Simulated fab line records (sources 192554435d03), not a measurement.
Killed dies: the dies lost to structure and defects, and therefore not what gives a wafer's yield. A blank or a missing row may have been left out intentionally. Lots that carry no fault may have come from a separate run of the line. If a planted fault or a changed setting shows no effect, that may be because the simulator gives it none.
Which of the tools did it?	flow n5Finfet	Sampling: 9 lots, 27 wafers, 3 of 1938 route steps

## WHAT EACH GAUGE READ, for each wafer
N5_BEOL_M4_OCD_MEAS_38.
lot	measured	on	trenchDepthNm (nm)
L660	day 8 15:37	ocd-02	54.1 55.0 54.8
L661	day 8 18:51	ocd-02	58.4 56.9 54.5
L665	day 9 20:22	ocd-02	56.1 54.9 55.1
L669	day 10 19:32	ocd-02	0 0 0.2
L670	day 11 14:38	ocd-01	0 0 0.8
L672	day 12 06:36	ocd-02	0.1 0 0.4
L673	day 12 13:20	ocd-01	54.9 55.4 55.6
L677	day 13 13:55	ocd-01	55.1 54.6 54.9
L679	day 14 01:13	ocd-01	56.1 54.2 54.1

## WHAT TOOL EACH LOT RAN ON (gives the tool, then ch and the chambers of the sampled wafers, and finally the start)
lot	N5_BEOL_M4_TRENCH_ETCH_37	N5_BEOL_M4_STRIP_97
L660	rieDiel-03 ch 1,2,3, day 8 15:27	rieDiel-03 ch 1,2,3, day 8 15:37 or earlier
L661	rieDiel-05 ch 0,1,2, day 8 18:42	rieDiel-05 ch 0,1,2, day 8 18:51 or earlier
L665	rieDiel-01 ch 1,2,3, day 9 20:13	rieDiel-01 ch 1,2,3, day 9 20:22 or earlier
L669	rieDiel-03 ch 0,1, day 10 19:22	rieDiel-03 ch 0,1, day 10 19:32 or earlier
L670	rieDiel-01 ch 0,3, day 11 14:28	rieDiel-01 ch 0,3, day 11 14:38 or earlier
L672	rieDiel-01 ch 0,1,3, day 12 06:26	rieDiel-01 ch 0,1,3, day 12 06:36 or earlier
L673	rieDiel-03 ch 1,2,3, day 12 13:11	rieDiel-03 ch 1,2,3, day 12 13:20 or earlier
L677	rieDiel-03 ch 0,1,2, day 13 13:46	rieDiel-03 ch 0,1,2, day 13 13:55 or earlier
L679	rieDiel-03 ch 1,2,3, day 14 01:04	rieDiel-03 ch 1,2,3, day 14 01:13 or earlier
- N5_BEOL_M4_TRENCH_ETCH_37: etches SiOC in C4F6/O2, target depth 55.555 nm, time 29.2 s.
- N5_BEOL_M4_STRIP_97: strips in N2/H2, time 10 s.

## THE ANSWER, worked out from the rows above alone
Rule: what is usual is taken from the lots themselves. Put in order of their means at a reading, lots are off if they are a third of the lots or fewer, leave a main group of 4 or more, and stand apart from it by a gap of 3 or more times the standard deviation of the main group's means; of several such gaps the widest counts. The tables above print the reading to a certain number of digits; a main group whose means all agree to those digits is not used. Also off: a lot with no number at a reading for which 4 or more lots have one. Any other lot the step has rows for is counted as sound.
Off at N5_BEOL_M4_OCD_MEAS_38 (trenchDepthNm): L669, L670, L672. Mean 55.3 nm and standard deviation 0.65 in the main group.
A tool fits if, at a process step before that reading, it ran every lot that is off, and no sound lot after the first of them. The gauges at N5_BEOL_M4_OCD_MEAS_38 are tried like those tools. With no start given for some of its lots, N5_BEOL_M4_STRIP_97 uses the hours and lot order of N5_BEOL_M4_OCD_MEAS_38. Of those tried, none fits.

## WHAT HAD BEEN PUT IN BY THE SIMULATOR
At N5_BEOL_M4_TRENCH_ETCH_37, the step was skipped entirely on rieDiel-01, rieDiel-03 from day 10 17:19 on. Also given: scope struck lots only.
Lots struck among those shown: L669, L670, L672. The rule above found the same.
